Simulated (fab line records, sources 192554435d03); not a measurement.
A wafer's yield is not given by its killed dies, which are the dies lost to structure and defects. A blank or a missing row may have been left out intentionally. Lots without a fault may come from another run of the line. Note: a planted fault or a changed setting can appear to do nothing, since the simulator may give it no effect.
Split-lot study / flow n5_finfet / on a route of 1938 steps: 7 lots, 21 wafers read

== THE SPLIT ITSELF ==
At N5_MOL_CONTACT_COAG_COAT_75 (time 60 s, resist thk 60 nm), the setting spin_rpm was moved away from the recipe's 1500 rpm on 3 of the 21 wafers read, by +6.1% to +6.8%. All remaining wafers had this setting at the recipe value.

== FROM THE SPLIT TO THE READING: what the file shows between them, 11 steps ==
- N5_MOL_CONTACT_COAG_COAT_77: time 60 s, resist thk 10 nm (also split here: spin_rpm)
- N5_MOL_CONTACT_COAG_COAT_78: resist thk 40 nm
- N5_MOL_CONTACT_COAG_EBR_80
- N5_MOL_CONTACT_COAG_DESCUM_88: chemistry O2, time 7 s
- N5_MOL_CONTACT_COAG_ETCH_89: etches underlayer in N2/H2, target depth 13 nm, time 10.4 s
- N5_MOL_CONTACT_COAG_ETCH_90: etches SiARC in CF4, target depth 13 nm, time 21.7 s
- N5_MOL_CONTACT_COAG_ALD_131: deposits SiO2, target thk 5 nm, pulse time 1 s, co reactant pulse time 1 s
- N5_MOL_CONTACT_COAG_ETCHBACK_132: etches SiO2 in CHF3, target depth 10 nm, time 6.7 s
- N5_MOL_CONTACT_COAG_ETCH_91: etches SOC in N2/H2, target depth 60 nm, overetch 21 nm, time 101.2 s
- N5_MOL_CONTACT_COAG_STRIP_92: strips in N2/H2
- N5_MOL_CONTACT_COAG_STRIP_93: strips in N2/H2

== THE READING ==
SOC_of_MOL_CONTACT_COAG_COAT_75.thk_nm (the simulator's own value, which no gauge read), in nm, at N5_MOL_CONTACT_COAG_ETCHBACK_135 (etches SiO2 in CHF3, target depth 25 nm, time 16.7 s). No usual value for it is given in the file. The 18 wafers here that ran the recipe average 57.4 nm, standard deviation 0.13 nm.

wafer=L075.2; tool, chamber at the split=litho_track-01, 0; spin_rpm as run, rpm=1500; against the recipe=recipe; SOC_of_MOL_CONTACT_COAG_COAT_75.thk_nm, nm=57.4; against lot-mates on the recipe=-
wafer=L075.4; tool, chamber at the split=litho_track-01, 0; spin_rpm as run, rpm=1500; against the recipe=recipe; SOC_of_MOL_CONTACT_COAG_COAT_75.thk_nm, nm=57.6; against lot-mates on the recipe=-
wafer=L075.5; tool, chamber at the split=litho_track-01, 0; spin_rpm as run, rpm=1500; against the recipe=recipe; SOC_of_MOL_CONTACT_COAG_COAT_75.thk_nm, nm=57.2; against lot-mates on the recipe=-
wafer=L077.1; tool, chamber at the split=litho_track-02, 0; spin_rpm as run, rpm=1500; against the recipe=recipe; SOC_of_MOL_CONTACT_COAG_COAT_75.thk_nm, nm=57.4; against lot-mates on the recipe=-
wafer=L077.5; tool, chamber at the split=litho_track-02, 0; spin_rpm as run, rpm=1500; against the recipe=recipe; SOC_of_MOL_CONTACT_COAG_COAT_75.thk_nm, nm=57.4; against lot-mates on the recipe=-
wafer=L077.3; tool, chamber at the split=litho_track-02, 0; spin_rpm as run, rpm=1500; against the recipe=recipe; SOC_of_MOL_CONTACT_COAG_COAT_75.thk_nm, nm=57.6; against lot-mates on the recipe=-
wafer=L080.2; tool, chamber at the split=litho_track-01, 0; spin_rpm as run, rpm=1500; against the recipe=recipe; SOC_of_MOL_CONTACT_COAG_COAT_75.thk_nm, nm=57.4; against lot-mates on the recipe=-
wafer=L080.5; tool, chamber at the split=litho_track-01, 0; spin_rpm as run, rpm=1602; against the recipe=+6.8%; SOC_of_MOL_CONTACT_COAG_COAT_75.thk_nm, nm=55.4; against lot-mates on the recipe=-1.9
wafer=L080.6; tool, chamber at the split=litho_track-01, 0; spin_rpm as run, rpm=1500; against the recipe=recipe; SOC_of_MOL_CONTACT_COAG_COAT_75.thk_nm, nm=57.2; against lot-mates on the recipe=-
wafer=L085.2; tool, chamber at the split=litho_track-02, 0; spin_rpm as run, rpm=1500; against the recipe=recipe; SOC_of_MOL_CONTACT_COAG_COAT_75.thk_nm, nm=57.4; against lot-mates on the recipe=-
wafer=L085.4; tool, chamber at the split=litho_track-02, 0; spin_rpm as run, rpm=1500; against the recipe=recipe; SOC_of_MOL_CONTACT_COAG_COAT_75.thk_nm, nm=57.4; against lot-mates on the recipe=-
wafer=L085.3; tool, chamber at the split=litho_track-02, 0; spin_rpm as run, rpm=1500; against the recipe=recipe; SOC_of_MOL_CONTACT_COAG_COAT_75.thk_nm, nm=57.2; against lot-mates on the recipe=-
wafer=L095.3; tool, chamber at the split=litho_track-04, 0; spin_rpm as run, rpm=1500; against the recipe=recipe; SOC_of_MOL_CONTACT_COAG_COAT_75.thk_nm, nm=57.2; against lot-mates on the recipe=-
wafer=L095.6; tool, chamber at the split=litho_track-04, 0; spin_rpm as run, rpm=1500; against the recipe=recipe; SOC_of_MOL_CONTACT_COAG_COAT_75.thk_nm, nm=57.2; against lot-mates on the recipe=-
wafer=L095.4; tool, chamber at the split=litho_track-04, 0; spin_rpm as run, rpm=1500; against the recipe=recipe; SOC_of_MOL_CONTACT_COAG_COAT_75.thk_nm, nm=57.4; against lot-mates on the recipe=-
wafer=L096.1; tool, chamber at the split=litho_track-02, 0; spin_rpm as run, rpm=1500; against the recipe=recipe; SOC_of_MOL_CONTACT_COAG_COAT_75.thk_nm, nm=57.2; against lot-mates on the recipe=-
wafer=L096.3; tool, chamber at the split=litho_track-02, 0; spin_rpm as run, rpm=1592; against the recipe=+6.1%; SOC_of_MOL_CONTACT_COAG_COAT_75.thk_nm, nm=55.4; against lot-mates on the recipe=-1.8
wafer=L096.4; tool, chamber at the split=litho_track-02, 0; spin_rpm as run, rpm=1592; against the recipe=+6.1%; SOC_of_MOL_CONTACT_COAG_COAT_75.thk_nm, nm=55.6; against lot-mates on the recipe=-1.6
wafer=L097.3; tool, chamber at the split=litho_track-02, 0; spin_rpm as run, rpm=1500; against the recipe=recipe; SOC_of_MOL_CONTACT_COAG_COAT_75.thk_nm, nm=57.4; against lot-mates on the recipe=-
wafer=L097.4; tool, chamber at the split=litho_track-02, 0; spin_rpm as run, rpm=1500; against the recipe=recipe; SOC_of_MOL_CONTACT_COAG_COAT_75.thk_nm, nm=57.4; against lot-mates on the recipe=-
wafer=L097.5; tool, chamber at the split=litho_track-02, 0; spin_rpm as run, rpm=1500; against the recipe=recipe; SOC_of_MOL_CONTACT_COAG_COAT_75.thk_nm, nm=57.4; against lot-mates on the recipe=-

THE FIT
A straight line over all 21 wafers: SOC_of_MOL_CONTACT_COAG_COAT_75.thk_nm changes by -0.297 nm for each +1% of spin_rpm; r = -0.98; the points scatter about the line by 0.13 nm.
The same after taking each lot's own level away (the mean of its wafers on the recipe; 21 wafers): -0.278 nm for each +1%; r = -0.99; scatter 0.1 nm.
According to that fit, moving spin_rpm by its largest amount changes the reading by 1.9 nm.
Measured against the standard deviation above, the lots' own levels, which go from 57.20 to 57.47 nm, span 2.1 times it.
Hence the lot-to-lot level has little effect on the slope; both slopes agree.
Check: with one of the wafers moved furthest among these (+6.8%) left out of the fit, the line predicts -1.88 nm for it against its lot-mates. Against them it came out at -1.9 nm.

== OTHER SPLITS ON THESE WAFERS ==
These wafers also went through other splits before the reading. Each is held against what the fit with the lots' levels taken away leaves over:
other split on the same wafers=N5_MOL_CONTACT_COAG_EXPOSE_05 dose_mj; wafers away from the commonest value=8; r with SOC_of_MOL_CONTACT_COAG_COAT_75.thk_nm (lot level and that fit taken away)=-0.34
other split on the same wafers=N5_MOL_CONTACT_COAG_ETCH_106 source_w; wafers away from the commonest value=6; r with SOC_of_MOL_CONTACT_COAG_COAT_75.thk_nm (lot level and that fit taken away)=+0.28
other split on the same wafers=N5_MOL_CONTACT_COAG_COAT_77 spin_rpm; wafers away from the commonest value=7; r with SOC_of_MOL_CONTACT_COAG_COAT_75.thk_nm (lot level and that fit taken away)=-0.33

== THE WHOLE CHAIN: every reading that the file lists as answering this split, in the file's order ==
step=N5_MOL_CONTACT_COAG_COAT_75; what it does=time 60 s, resist thk 60 nm; reading=SOC_of_MOL_CONTACT_COAG_COAT_75.thk_nm (the simulator's own value, which no gauge read); change (the file's fit)=-0.287 nm for each +1% of the setting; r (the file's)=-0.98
step=N5_MOL_CONTACT_COAG_ETCH_91; what it does=etches SOC in N2/H2, target depth 60 nm, overetch 21 nm, time 101.2 s; reading=etch.depth_nm (the simulator's own value, which no gauge read); change (the file's fit)=-0.292 nm for each +1% of the setting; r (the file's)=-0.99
step=N5_MOL_CONTACT_COAG_ETCHBACK_135; what it does=etches SiO2 in CHF3, target depth 25 nm, time 16.7 s; reading=SOC_of_MOL_CONTACT_COAG_COAT_75.thk_nm (the simulator's own value, which no gauge read); change (the file's fit)=-0.278 nm for each +1% of the setting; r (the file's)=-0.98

== FILE'S OWN FIT ==
SOC_of_MOL_CONTACT_COAG_COAT_75.thk_nm changes by -0.278 nm for each +1% of spin_rpm, r = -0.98.
